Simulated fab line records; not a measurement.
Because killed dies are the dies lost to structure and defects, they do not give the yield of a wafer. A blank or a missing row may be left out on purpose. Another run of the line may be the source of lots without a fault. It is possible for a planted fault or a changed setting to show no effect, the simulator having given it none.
Which tool was responsible? | flow nand harc | 13 lots, 39 wafers sampled, at 5 steps of a route of 1302

WHAT THE GAUGES READ, wafer by wafer
NHARC_A_DECK1_JOINT_THK_MEAS_17: measures by ellipsometry. Usual: thk nm 45.0 nm, standard deviation 1.2.
lot  | measured     | on            | thk nm (nm)    | flag
L922 | day 12 22:29 | film metro-01 | 46.0 44.5 43.8 |
L923 | day 13 10:07 | film metro-02 | 44.1 45.1 46.4 |
L925 | day 14 07:21 | film metro-02 | 43.7 44.6 43.4 |
L927 | day 14 20:41 | film metro-01 | 44.4 44.0 45.7 |
L933 | day 17 03:13 | film metro-01 | 42.6 44.5 45.8 |
L935 | day 17 03:13 | film metro-01 | 46.8 45.0 46.3 |
L938 | day 19 01:16 | film metro-01 | 44.6 43.6 44.4 |
L939 | day 19 13:01 | film metro-02 | 41.9 46.2 48.4 |
L941 | day 20 14:35 | film metro-02 | 44.8 47.1 44.9 |
L943 | day 21 02:34 | film metro-01 | 44.0 43.4 47.0 |
L942 | day 21 04:40 | film metro-01 | 44.6 43.9 44.6 |
L944 | day 21 11:40 | film metro-02 | 44.7 44.1 44.6 |
L945 | day 21 11:30 | film metro-01 | 44.1 46.4 43.8 |

NHARC_END_SORT_01. Usual: killed at array 59, standard deviation 20; killed at other 0.8, standard deviation 1; killed at periphery 3.2, standard deviation 2.1; killed dies 63, standard deviation 21; killed open 3.0, standard deviation 1.9; killed short 2.3, standard deviation 1.5.
lot  | measured     | on        | killed at array | killed at other | killed at periphery | killed dies | killed open | killed short | flag
L922 | day 24 04:12 | prober-02 | 69 64 65        | 3 1 2           | 1 1 4               | 73 66 71    | 6 3 2       | 1 2 1        |
L923 | day 25 09:34 | prober-02 | 23 21 21        | 0 1 1           | 2 1 3               | 25 23 25    | 2 2 8       | 3 2 3        |
L925 | day 26 07:46 | prober-01 | 25 20 30        | 0 0 0           | 1 4 3               | 26 24 33    | 3 6 4       | 0 0 6        |
L927 | day 26 16:01 | prober-02 | 75 83 70        | 0 2 0           | 2 3 8               | 77 88 78    | 2 2 8       | 4 4 4        |
L933 | day 29 14:40 | prober-01 | 673 674 668     | 0 0 2           | 4 3 7               | 677 677 677 | 5 2 2       | 2 1 1        | OFF
L935 | day 29 22:28 | prober-01 | 674 674 677     | 0 0 0           | 3 3 0               | 677 677 677 | 2 5 0       | 0 1 2        | OFF
L938 | day 30 22:38 | prober-01 | 91 80 71        | 1 0 0           | 5 8 6               | 97 88 77    | 4 2 1       | 2 1 3        |
L939 | day 31 09:19 | prober-01 | 55 60 66        | 0 2 0           | 3 1 1               | 58 63 67    | 1 3 3       | 2 2 2        |
L941 | day 32 17:53 | prober-01 | 64 66 62        | 2 0 0           | 2 2 2               | 68 68 64    | 8 4 3       | 1 2 2        |
L943 | day 33 21:05 | prober-01 | 47 51 48        | 2 2 4           | 0 3 3               | 49 56 55    | 1 2 1       | 3 3 4        |
L942 | day 33 04:44 | prober-01 | 53 62 57        | 2 1 0           | 2 2 2               | 57 65 59    | 3 7 3       | 2 1 0        |
L944 | day 33 11:40 | prober-01 | 70 60 54        | 0 1 1           | 4 3 6               | 74 64 61    | 2 7 0       | 1 1 0        |
L945 | day 34 04:07 | prober-01 | 55 50 50        | 0 0 2           | 5 4 4               | 60 54 56    | 3 0 0       | 0 1 4        |

WHAT TOOL EACH LOT RAN ON (gives the tool, then ch and the chambers of the sampled wafers, and finally the start)
lot  | NHARC_A_CHANNEL_FILL_D1_STRIP_28   | NHARC_A_DECK1_JOINT_CMP_02    | NHARC_A_ONON_D2_DEP_09
L922 | rie diel-08 ch 1,2,3, day 10 04:00 | cmp-02 ch 0,1,3, day 12 21:53 | pecvd onon-04 ch 0, day 13 00:21
L923 | rie diel-08 ch 0,1,2, day 10 08:32 | cmp-04 ch 0,2,3, day 13 09:29 | pecvd onon-02 ch 0, day 13 11:55
L925 | rie diel-08 ch 0,1,3, day 11 05:40 | cmp-04 ch 2,3, day 14 06:32   | pecvd onon-02 ch 0, day 14 09:19
L927 | rie diel-13 ch 1,2, day 12 01:47   | cmp-01 ch 1,2,3, day 14 20:02 | pecvd onon-04 ch 0, day 14 22:32
L933 | rie diel-04 ch 1,2,3, day 14 18:46 | cmp-04 ch 0,1,2, day 17 02:34 | pecvd onon-02, day 17 05:05
L935 | rie diel-08 ch 0,1,2, day 14 18:46 | cmp-01 ch 1,2, day 17 02:33   | pecvd onon-04, day 17 05:05
L938 | rie diel-04 ch 0,1, day 16 15:08   | cmp-04 ch 1,2,3, day 19 00:38 | pecvd onon-01 ch 0, day 19 03:11
L939 | rie diel-04 ch 0,1,3, day 17 01:40 | cmp-01 ch 1,2,3, day 19 12:06 | pecvd onon-02 ch 0, day 19 14:53
L941 | rie diel-13 ch 0,3, day 18 02:37   | cmp-02 ch 0,1,2, day 20 13:59 | pecvd onon-01 ch 0, day 20 16:23
L943 | rie diel-13 ch 0,1,2, day 18 15:09 | cmp-02 ch 1,2, day 21 01:55   | pecvd onon-04 ch 0, day 21 04:29
L942 | rie diel-13 ch 0,2,3, day 18 19:23 | cmp-01 ch 1,2,3, day 21 04:02 | pecvd onon-02 ch 0, day 21 06:31
L944 | rie diel-13 ch 0,1,3, day 19 00:53 | cmp-04 ch 0,2,3, day 21 10:53 | pecvd onon-01 ch 0, day 21 13:55
L945 | rie diel-08 ch 1,2, day 19 00:53   | cmp-02 ch 1,3, day 21 10:50   | pecvd onon-02 ch 0, day 21 13:30
- NHARC_A_CHANNEL_FILL_D1_STRIP_28: strips in O2, time 20 s.
- NHARC_A_DECK1_JOINT_CMP_02: polishes SiOx.
- NHARC_A_ONON_D2_DEP_09: target thk 1000 nm.

WHAT THE TOOLS THEMSELVES READ (means of the sampled wafers that have a number; where no wafer has one, the mark that the record gives instead)
NHARC_A_CHANNEL_FILL_D1_STRIP_28. Usual: drypump motor current A 5.7 A, standard deviation 0.37; o2 flow sccm 500.2 sccm, standard deviation 1.5; oes product au 1.003 a.u., standard deviation 0.011; rf vpp V 57.8 V, standard deviation 0.89; showerhead plenum p Torr 3.57 Torr, standard deviation 0.15; throttle valve pct 17.037 %, standard deviation 0.0098.
lot  | tool        | drypump motor current A (A) | o2 flow sccm (sccm) | oes product au (a.u.) | rf vpp V (V) | showerhead plenum p Torr (Torr) | throttle valve pct (%) | flag
L922 | rie diel-08 | 5.8                         | 499.7               | 0.995                 | 57.0         | 3.63                            | 17.020                 |
L923 | rie diel-08 | 5.7                         | 500.5               | 0.993                 | 57.2         | 3.65                            | 17.043                 |
L925 | rie diel-08 | 5.7                         | 501.9               | 0.999                 | 58.1         | 3.59                            | 17.037                 |
L927 | rie diel-13 | 5.6                         | 500.4               | 0.989                 | 57.6         | 3.59                            | 17.026                 |
L933 | rie diel-04 | 5.7                         | 500.3               | 1.009                 | 58.1         | 3.52                            | 17.029                 |
L935 | rie diel-08 | 5.7                         | 500.0               | 1.001                 | 58.1         | 3.65                            | 17.031                 |
L938 | rie diel-04 | 5.4                         | 500.1               | 1.009                 | 58.6         | 3.52                            | 17.042                 |
L939 | rie diel-04 | 5.4                         | 499.2               | 1.015                 | 57.6         | 3.44                            | 17.039                 |
L941 | rie diel-13 | 5.6                         | 499.3               | 1.004                 | 57.8         | 3.52                            | 17.041                 |
L943 | rie diel-13 | 5.5                         | 499.8               | 1.010                 | 57.6         | 3.62                            | 17.044                 |
L942 | rie diel-13 | 5.7                         | 501.1               | 1.012                 | 58.7         | 3.58                            | 17.033                 |
L944 | rie diel-13 | 5.8                         | 501.3               | 1.014                 | 58.3         | 3.49                            | 17.039                 |
L945 | rie diel-08 | 5.8                         | 500.1               | 1.001                 | 58.5         | 3.69                            | 17.029                 |

NHARC_A_DECK1_JOINT_CMP_02. Usual: motor current A 11.9 A, standard deviation 0.97.
lot  | tool   | motor current A (A) | flag
L922 | cmp-02 | 11.8                |
L923 | cmp-04 | 12.4                |
L925 | cmp-04 | 13.2                |
L927 | cmp-01 | 11.5                |
L933 | cmp-04 | 11.4                |
L935 | cmp-01 | 11.4                |
L938 | cmp-04 | 12.2                |
L939 | cmp-01 | 11.4                |
L941 | cmp-02 | 11.6                |
L943 | cmp-02 | 11.9                |
L942 | cmp-01 | 11.6                |
L944 | cmp-04 | 12.5                |
L945 | cmp-02 | 12.4                |

NHARC_A_ONON_D2_DEP_09. Usual: n2 flow sccm 2751 sccm, standard deviation 6.7; n2o flow sccm 2000 sccm, standard deviation 5.8.
lot  | tool          | n2 flow sccm (sccm) | n2o flow sccm (sccm) | flag
L922 | pecvd onon-04 | 2759                | 1999                 |
L923 | pecvd onon-02 | 2744                | 2002                 |
L925 | pecvd onon-02 | 2754                | 1989                 |
L927 | pecvd onon-04 | 2755                | 2003                 |
L933 | pecvd onon-02 | -                   | -                    | OFF
L935 | pecvd onon-04 | -                   | -                    | OFF
L938 | pecvd onon-01 | 2754                | 1999                 |
L939 | pecvd onon-02 | 2744                | 2004                 |
L941 | pecvd onon-01 | 2751                | 2000                 |
L943 | pecvd onon-04 | 2742                | 2002                 |
L942 | pecvd onon-02 | 2754                | 2002                 |
L944 | pecvd onon-01 | 2757                | 1996                 |
L945 | pecvd onon-02 | 2749                | 2004                 |

THE ANSWER, worked out from the rows above alone
Rule: a lot counts as off when the mean over its wafers that have a number is more than 3 standard deviations away from the usual mean. A lot without any number at a reading at which 4 lots or more have one is off too. All remaining lots with rows at the step are treated as sound. After the gauges, taken in route order, come the tools' own readings; for these a lot's mean is taken, as printed above. The first step at which some lot is off is used, and at that step the reading that is off furthest; a lot without a number counts as furthest.
Off, at NHARC_END_SORT_01 on killed at array: L933, L935.
A tool fits if, at a process step before that reading, it ran every lot that is off, and no sound lot after the first of them. The gauges at NHARC_END_SORT_01 aren't tried: what is off there is off at NHARC_A_ONON_D2_DEP_09 too, on other tools, and a gauge's error can't cause that. Not one of the candidates tried fits.

WHAT HAD BEEN PUT IN BY THE SIMULATOR
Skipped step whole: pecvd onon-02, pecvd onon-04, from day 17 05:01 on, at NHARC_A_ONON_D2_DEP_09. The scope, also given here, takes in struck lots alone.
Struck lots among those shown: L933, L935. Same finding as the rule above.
